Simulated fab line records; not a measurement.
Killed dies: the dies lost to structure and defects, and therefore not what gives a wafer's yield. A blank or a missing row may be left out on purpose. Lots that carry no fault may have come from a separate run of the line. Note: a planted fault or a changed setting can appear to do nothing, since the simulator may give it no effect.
Which tool is to blame? -- flow n5-finfet -- 9 lots, 25 wafers sampled, at 1 step of a route of 1938

WHAT THE GAUGES READ, wafer by wafer
N5_FIN_SAQP_THK_MEAS_05.
lot,measured,on,thk-nm (nm)
L404,day 2 10:11,film-metro-01,38.1 37.9
L406,day 2 23:17,film-metro-01,37.5 37.4 38.2
L409,day 3 15:29,film-metro-01,37.4 38.5 38.3
L410,day 3 20:44,film-metro-02,37.8 38.5 38.7
L418,day 5 20:52,film-metro-01,37.1 38.9
L421,day 6 15:55,film-metro-01,38.2 37.2 39.0
L422,day 6 20:56,film-metro-01,37.9 37.9 38.3
L424,day 7 08:42,film-metro-01,38.0 39.3 38.4
L425,day 7 14:54,film-metro-01,37.6 38.5 38.7

EACH LOT AND THE TOOL THAT RAN IT (in order: tool; ch and the chambers of the sampled wafers; start)
Before these readings, the record contains no process step.

THE ANSWER, worked out from the rows above alone
Rule: the usual values come from the lots themselves. The widest of any qualifying gaps counts: lots, ordered by their means at a reading, are off when they make up no more than a third of the lots, leave a main group of 4 or more, and stand apart from it by 3 or more times the standard deviation of that group's means. The tables above print the reading to a certain number of digits; a main group whose means all agree to those digits is not used. A lot without any number at a reading at which 4 lots or more have one is off too. The other lots that the step has rows for count as sound.
Across all readings shown, no lot is off: no conclusion can be drawn from this.

WHAT THE SIMULATOR PUT IN
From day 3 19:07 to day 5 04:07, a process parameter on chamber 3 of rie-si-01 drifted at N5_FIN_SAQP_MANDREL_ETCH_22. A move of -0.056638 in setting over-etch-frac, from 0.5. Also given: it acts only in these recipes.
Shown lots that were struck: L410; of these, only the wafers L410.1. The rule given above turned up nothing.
